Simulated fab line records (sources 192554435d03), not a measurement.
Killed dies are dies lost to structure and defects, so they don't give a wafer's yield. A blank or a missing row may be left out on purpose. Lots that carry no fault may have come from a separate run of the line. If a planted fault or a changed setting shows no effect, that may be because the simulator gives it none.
Matching of chambers / flow n5-finfet / cvd-co-02 running N5_BEOL_M2_CO_CAP_55: 3 sister chambers
The step material Co, precursor CCTBA/H2, target thk 2 nm, time 102.1 s. 6 wafers are shown with their chamber, then 9 later ones without.

## WAFERS PAIRED WITH THEIR CHAMBERS
wafer=L590.1; chamber=2; heater-power-w (W)=210
wafer=L590.3; chamber=1; heater-power-w (W)=250
wafer=L590.5; chamber=1; heater-power-w (W)=256
wafer=L597.2; chamber=0; heater-power-w (W)=270
wafer=L597.3; chamber=2; heater-power-w (W)=211
wafer=L597.5; chamber=0; heater-power-w (W)=272

## WAFERS WITH NO CHAMBER GIVEN
wafer=L600.1; heater-power-w (W)=251
wafer=L600.2; heater-power-w (W)=265
wafer=L600.3; heater-power-w (W)=213
wafer=L603.2; heater-power-w (W)=276
wafer=L603.3; heater-power-w (W)=218
wafer=L603.4; heater-power-w (W)=276
wafer=L604.1; heater-power-w (W)=212
wafer=L604.2; heater-power-w (W)=266
wafer=L604.4; heater-power-w (W)=217

## WHICH CHAMBER EACH WENT THROUGH
wafer=L600.1; from the rows above=1; in truth=1
wafer=L600.2; from the rows above=0; in truth=0
wafer=L600.3; from the rows above=2; in truth=2
wafer=L603.2; from the rows above=0; in truth=0
wafer=L603.3; from the rows above=2; in truth=2
wafer=L603.4; from the rows above=0; in truth=0
wafer=L604.1; from the rows above=2; in truth=2
wafer=L604.2; from the rows above=0; in truth=0
wafer=L604.4; from the rows above=2; in truth=2
Correct placement for 9 of the 9. Not placeable from these rows: 0. 0 placed wrongly.
How it was worked out, from the rows above alone: a wafer's distance from a chamber is the root of the sum, over the readings, of the square of ((its reading less the chamber's mean) divided by the reading's scatter). If the next closest chamber is less than 2 further off than the closest, the wafer can't be placed; otherwise it belongs to the closest. A chamber's mean is the mean of its shown wafers. The scatter: the root of (the sum of the squares of (reading less its chamber's mean) over the shown wafers, divided by (wafers less chambers)).
